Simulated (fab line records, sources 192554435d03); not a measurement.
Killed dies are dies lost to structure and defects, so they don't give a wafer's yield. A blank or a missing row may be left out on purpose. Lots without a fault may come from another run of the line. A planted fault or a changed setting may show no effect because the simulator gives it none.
Split-lot experiment | flow n5_finfet | 7 lots, 21 wafers read, on a route of 1938 steps

THE SPLIT
At N5_BEOL_M15_ETCH_61 (etches BARC in N2/H2, target depth 89 nm, overetch 26.7 nm, time 67.9 s), the setting time_s was moved away from the recipe's 67.9 s on 9 of the 21 wafers read, by -19.0% to +7.7%. The other wafers ran this setting at the recipe's value.

The reading is taken at the split's own step.

THE READING
coat_of_BEOL_M15_COAT_22.thk_nm (the simulator's own value, which no gauge read), in nm, at N5_BEOL_M15_ETCH_61 (etches BARC in N2/H2, target depth 89 nm, overetch 26.7 nm, time 67.9 s). The file gives no usual value for it. The 12 wafers here that ran the recipe average 719.5 nm, standard deviation 2 nm.

wafer  | tool, chamber at the split | time_s as run, s | against the recipe | coat_of_BEOL_M15_COAT_22.thk_nm, nm | against lot-mates on the recipe
L077.1 | rie_diel-04, 2             | 67.9             | recipe             | 720.4                               | -
L077.4 | rie_diel-04, 3             | 73.15            | +7.7%              | 718                                 | -3.6
L077.6 | rie_diel-04, 0             | 67.9             | recipe             | 722.8                               | -
L076.1 | rie_diel-04, 0             | 60.93            | -10.3%             | 723.8                               | +9.4
L076.2 | rie_diel-04, 2             | 67.9             | recipe             | 714.4                               | -
L076.3 | rie_diel-04, 3             | 60.93            | -10.3%             | 723                                 | +8.6
L080.2 | rie_diel-05, 1             | 67.9             | recipe             | 718                                 | -
L080.3 | rie_diel-05, 3             | 67.9             | recipe             | 719.6                               | -
L080.5 | rie_diel-05, 2             | 55               | -19.0%             | 731.2                               | +12.4
L083.2 | rie_diel-03, 1             | 67.9             | recipe             | 720.2                               | -
L083.4 | rie_diel-03, 0             | 60.99            | -10.2%             | 723.6                               | +3.4
L083.6 | rie_diel-03, 0             | 60.99            | -10.2%             | 724.4                               | +4.2
L084.2 | rie_diel-04, 1             | 67.9             | recipe             | 719.8                               | -
L084.4 | rie_diel-04, 3             | 67.9             | recipe             | 718.4                               | -
L084.6 | rie_diel-04, 0             | 67.9             | recipe             | 718.8                               | -
L093.1 | rie_diel-05, 1             | 72.64            | +7.0%              | 712                                 | no lot-mate on the recipe
L093.2 | rie_diel-05, 2             | 72.64            | +7.0%              | 714.2                               | no lot-mate on the recipe
L093.4 | rie_diel-05, 3             | 72.64            | +7.0%              | 718.8                               | no lot-mate on the recipe
L094.2 | rie_diel-03, 3             | 67.9             | recipe             | 720.6                               | -
L094.3 | rie_diel-03, 1             | 67.9             | recipe             | 721.8                               | -
L094.4 | rie_diel-03, 2             | 67.9             | recipe             | 719.2                               | -

THE FIT
A straight line over all 21 wafers: coat_of_BEOL_M15_COAT_22.thk_nm changes by -0.511 nm for each +1% of time_s; r = -0.85; the points scatter about the line by 2.2 nm.
The same after taking each lot's own level away (the mean of its wafers on the recipe; 18 wafers): -0.619 nm for each +1%; r = -0.94; scatter 1.5 nm.
On that fit, the largest move of time_s shifts the reading by 12 nm.
The lots' own levels span 714.40 to 721.60 nm, that is 3.6 times the standard deviation above.
So the lot-to-lot level changes the slope: the two fits differ.
Check: with one of the wafers moved furthest among these (-19.0%) left out of the fit, the line predicts +11.5 nm for it against its lot-mates. It came out at +12.4 nm against them.

OTHER SPLITS ON THESE WAFERS
These wafers also went through other splits before the reading. Each is held against what the fit with the lots' levels taken away leaves over:
other split on the same wafers    | wafers away from the commonest value | r with coat_of_BEOL_M15_COAT_22.thk_nm (lot level and that fit taken away)
N5_BEOL_M13_EXPOSE_07 dose_mj     | 5                                    | -0.22
N5_BEOL_M13_TRENCH_ETCH_34 time_s | 5                                    | +0.23
N5_BEOL_M13_SPUTTER_44 time_s     | 5                                    | +0.03
N5_BEOL_M14_ETCH_68 time_s        | 7                                    | +0.21

THE FILE'S OWN FIT
coat_of_BEOL_M15_COAT_22.thk_nm changes by -0.626 nm for each +1% of time_s, r = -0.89.
